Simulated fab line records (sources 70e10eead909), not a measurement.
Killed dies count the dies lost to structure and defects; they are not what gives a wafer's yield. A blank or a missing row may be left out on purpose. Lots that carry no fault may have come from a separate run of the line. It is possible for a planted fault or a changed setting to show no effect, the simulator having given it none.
Struck lot and sound lot, side by side ; flow nandHarc ; 33 out of 1302 route steps
Sound: these wafers, L337.1, L337.5, L337.6. Wafers struck: L344.3, L344.4, L344.6. The cause is named last.
At each step with rows: each side's tool, then ch and its chambers, then its first start. Under that, the readings that differ: sound wafers ; struck wafers ; difference of the means ; sigmas: that difference in standard deviations of wafers without a fault.
alike: same words and numbers on both sides, and readings whose means sit less than 2 such deviations apart. not compared: any withheld reading, any reading some wafer has no value for, any bound like >300 that may hide the same value, and any number with overlapping values for which the record gives no deviation.
Wherever a step has rows on one side only, a row that says differs or no value, or a row with sigmas, the two part there. Numbers that have no deviation but don't overlap get no sigmas and don't part them. A reading that every wafer of one side lacks parts them only if that side has two wafers or more.

NHARC_P_M0_DESCUM_14: chemistry O2, time 3 s.
  sound on rieDiel-02 ch 0,1,3, day 6 00:59; struck on rieDiel-05 ch 1,2,3, day 8 18:23
  alike: drypumpMotorCurrentA, oesProductAu, rfVppV, showerheadPlenumPTorr, throttleValvePct
  not compared: rfHoursCounterH
then, 2 steps without rows for these wafers: NHARC_P_M0_ETCH_34 (etches the open film in N2/H2, target depth 40 nm, overetch 12 nm, time 43.94 s); NHARC_P_M0_ETCH_15 (etches the open film in C4F8/Ar, target depth 150 nm, overetch 15 nm, time 82.5 s).
NHARC_P_M0_CD_MEAS_16:
  sound: cdSem-01 at day 6 01:17; struck: cdSem-02 at day 8 18:40
  alike: cdNm
then, 3 steps without rows for these wafers: NHARC_P_M0_STRIP_18 (strips in N2/H2); NHARC_P_M0_STRIP_19 (strips in post etch residue remover, time 600 s); NHARC_P_M0_DEGAS_28 (time 60 s).
NHARC_P_M0_PRE_CLEAN_29: time 30 s.
  sound on pvdSputter-03; struck on pvdSputter-02
  alike: heaterPowerW
NHARC_P_M0_PVD_20: deposits TaN, target thk 5 nm, time 8.06 s.
  sound on pvdSputter-03; struck on pvdSputter-02
  alike: substrateTempC, throttleValvePct
NHARC_P_M0_PVD_21: deposits Cu, target thk 30 nm, time 20.49 s.
  sound on pvdSputter-03; struck on pvdSputter-02
  alike: substrateTempC, throttleValvePct
then, 2 steps without rows for these wafers: NHARC_P_M0_ECD_22 (material Cu, target thk 400 nm); NHARC_P_M0_ANNEAL_30 (time 90 s).
NHARC_P_M0_CMP_23: polishes, t overpolish 20 s, target thk 117.54 nm.
  sound on cmp-01 ch 1,2,3, day 6 03:07; struck on cmp-04 ch 1,2, day 8 20:29
  alike: motorCurrentA, slurryFlowMlMin, timeToEndpointS
NHARC_P_M0_THK_MEAS_24: measures by xrf.
  sound: filmMetro-02 at day 6 03:22; struck: filmMetro-02 at day 8 20:47
  alike: thkNm
following that, these wafers have no rows for 1 step: NHARC_P_M0_SRD_25.
NHARC_P_M0_INSPECT_27:
  sound: defectInspect-02 at day 6 03:32; struck: defectInspect-02 at day 8 20:56
reading;sound;struck;difference;sigmas
rawDefectCount;178 359 264;476 560 555;+263;+2
then, 12 steps without rows for these wafers: NHARC_P_M0_PRE_CLEAN_31 (time 12 s); NHARC_P_M0_DEP_32 (deposits SiCN, target thk 30 nm); NHARC_P_M1_DEP_00 (deposits SiOC, target thk 182.5 nm); NHARC_P_M1_DEHYDRATE_01 (time 120 s); NHARC_P_M1_HMDS_02 (time 30 s); NHARC_P_M1_COAT_34 (time 65 s); NHARC_P_M1_COAT_03 (resist thk 90 nm); NHARC_P_M1_SOFTBAKE_04 (time 55 s); NHARC_P_M1_EBR_05; NHARC_P_M1_EXPOSE_06 (exposes mask P M1, target cd 130 nm); NHARC_P_M1_PEB_07 (peb time 65 s); NHARC_P_M1_DEVELOP_08 (develop time 35 s).
NHARC_P_M1_CD_MEAS_09: the cd target is 130 nm.
  sound on cdSem-03 ch 0, day 6 04:56; struck on cdSem-02 ch 0, day 8 22:20
  alike: cdNm
NHARC_P_M1_OVL_MEAS_10: pitch 260 nm.
  sound: overlay-02 at day 6 05:01; struck: overlay-02 at day 8 22:25
reading;sound;struck;difference;sigmas
overlayYNm (nm);-0.5 -0.5 -0.4;1.0 1.0 0.8;+1.4;+2
  alike: overlayXNm
NHARC_P_M1_INSPECT_11:
  sound: defectInspect-01 at day 6 05:04; struck: defectInspect-01 at day 8 22:28
reading;sound;struck;difference;sigmas
rawDefectCount;5 7 8;262 267 279;+263;+99 or more
NHARC_P_M1_DESCUM_14: chemistry O2, time 3 s.
  sound on rieDiel-04 ch 2,3, day 6 05:07; struck on rieDiel-04 ch 0,1,3, day 8 22:31
  alike: drypumpMotorCurrentA, oesProductAu, rfVppV, showerheadPlenumPTorr, throttleValvePct
  not compared: rfHoursCounterH
-- record jumps: 19 days between struck wafers' starts before vs after; left off in module P_M1, resumes in module END, first step shown is number 1302 of the route --
NHARC_END_SORT_01:
  the record has rows for the struck wafers here (prober-02 ch 0, day 27 11:29) and none for the sound ones

## WHERE THEY PART
Earliest at NHARC_P_M0_INSPECT_27; latest, in this record, at NHARC_END_SORT_01.

WHY: whatever the simulator had introduced
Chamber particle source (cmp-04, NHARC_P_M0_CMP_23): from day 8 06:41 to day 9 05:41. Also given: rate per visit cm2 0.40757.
